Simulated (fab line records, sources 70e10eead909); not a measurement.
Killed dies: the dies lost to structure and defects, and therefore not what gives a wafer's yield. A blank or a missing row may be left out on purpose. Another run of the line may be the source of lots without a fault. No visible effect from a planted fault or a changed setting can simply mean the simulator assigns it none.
Comparing a struck lot with a sound one -- flow nand harc -- 16 steps out of a route of 1159
Sound: these wafers, L152.1, L152.3, L152.6. Wafers struck: L155.4, L155.5, L155.6. Last of all comes the cause.
Order at every step that has rows: each side's tool, ch and its chambers, its first start. Under that, the readings that differ: sound wafers -- struck wafers -- difference of the means -- sigmas: that difference in standard deviations of wafers without a fault.
alike: readings whose means differ by less than 2 such deviations, and words and numbers that are the same on both sides. not compared: withheld readings, readings that some wafer has no value for, bounds like >300 that may hide the same value, and numbers for which the record gives no deviation and whose values overlap.
A row with sigmas, a row that says differs or no value, or rows on one side alone: a step with any of these is where the two part. Non-overlapping numbers with no deviation appear without sigmas and do not part them. Lack of a reading on every wafer of one side parts them only where that side has two or more wafers.

NHARC_P_M0_DESCUM_14: chemistry O2, time 3 s.
  sound on rie diel-10 ch 0,2,3, day 6 14:55; struck on rie diel-10 ch 0,1,3, day 7 08:30
  alike: drypump motor current A, oes product au, rf vpp V, showerhead plenum p Torr, throttle valve pct
  not compared: rf hours counter h
NHARC_P_M0_ETCH_34: etches the open film in N2/H2, target depth 40 nm, overetch 12 nm, time 43.94 s.
  sound on rie diel-10 ch 2,3, day 6 15:00; struck on rie diel-10 ch 0,1, day 7 08:34
  alike: drypump motor current A, oes product au, rf vpp V, showerhead plenum p Torr, throttle valve pct
  not compared: rf hours counter h
then, 1 step without rows for these wafers: NHARC_P_M0_ETCH_15 (etches the open film in C4F8/Ar, target depth 150 nm, overetch 15 nm, time 82.5 s).
NHARC_P_M0_CD_MEAS_16:
  struck on cd sem-02, day 7 08:47; sound on cd sem-03, day 6 15:13
  alike: cd nm
then, 2 steps without rows for these wafers: NHARC_P_M0_STRIP_18 (strips in N2/H2); NHARC_P_M0_STRIP_19 (strips in post etch residue remover, time 600 s).
NHARC_P_M0_DEGAS_28: time 60 s.
  struck on pvd sputter-01, day 7 09:26; sound on pvd sputter-01, day 6 15:50
  alike: heater power w
then, 1 step without rows for these wafers: NHARC_P_M0_PRE_CLEAN_29 (time 30 s).
NHARC_P_M0_PVD_20: deposits TaN, target thk 5 nm, time 8.06 s.
  sound on pvd sputter-01; struck on pvd sputter-01
  alike: bias v, throttle valve pct
NHARC_P_M0_PVD_21: deposits Cu, target thk 30 nm, time 20.49 s.
  sound on pvd sputter-01; struck on pvd sputter-01
  alike: throttle valve pct
then, 2 steps without rows for these wafers: NHARC_P_M0_ECD_22 (material Cu, target thk 400 nm); NHARC_P_M0_ANNEAL_30 (time 90 s).
NHARC_P_M0_CMP_23: polishes, t overpolish 20 s, target thk 117.53 nm.
  sound on cmp-03 ch 0,1, day 6 16:56; struck on cmp-03 ch 0,1, day 7 10:31
reading,sound,struck,difference,sigmas
time to endpoint s (s),29.6 32.4 30.9,16.2 17.9 15.2,-14.5,-7
  alike: motor current A
NHARC_P_M0_THK_MEAS_24: measures by xrf.
  struck on film metro-01, day 7 10:50; sound on film metro-01, day 6 17:14
reading,sound,struck,difference,sigmas
thk nm (nm),118.9 119.4 115.9,109.6 110.4 109.5,-8.2,-6
then, 1 step without rows for these wafers: NHARC_P_M0_SRD_25.
-- break in the record here, with 14 days between the starts of the struck wafers on either side (left off in module P_M0, picked up again in module END, where the first step shown is number 1159 on the route) --
NHARC_END_SORT_01:
  sound on prober-02 ch 0, day 20 05:11; struck on prober-02 ch 0, day 21 03:52
  alike: defect limited yield, killed at array, killed at other, killed at periphery, killed dies, killed open, killed short, sort_bin_2_pct, sort_bin_3_pct, sort_bin_4_pct, sort n pass, sort rim yield pct, sort yield pct

WHERE THEY PART
Earliest at NHARC_P_M0_CMP_23; latest, in this record, at NHARC_P_M0_THK_MEAS_24. Later steps at which nothing parts them and some readings are alike: NHARC_END_SORT_01.

WHY: the cause the simulator had injected
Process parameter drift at NHARC_P_M0_CMP_23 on cmp-03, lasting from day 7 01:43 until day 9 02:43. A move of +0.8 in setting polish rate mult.
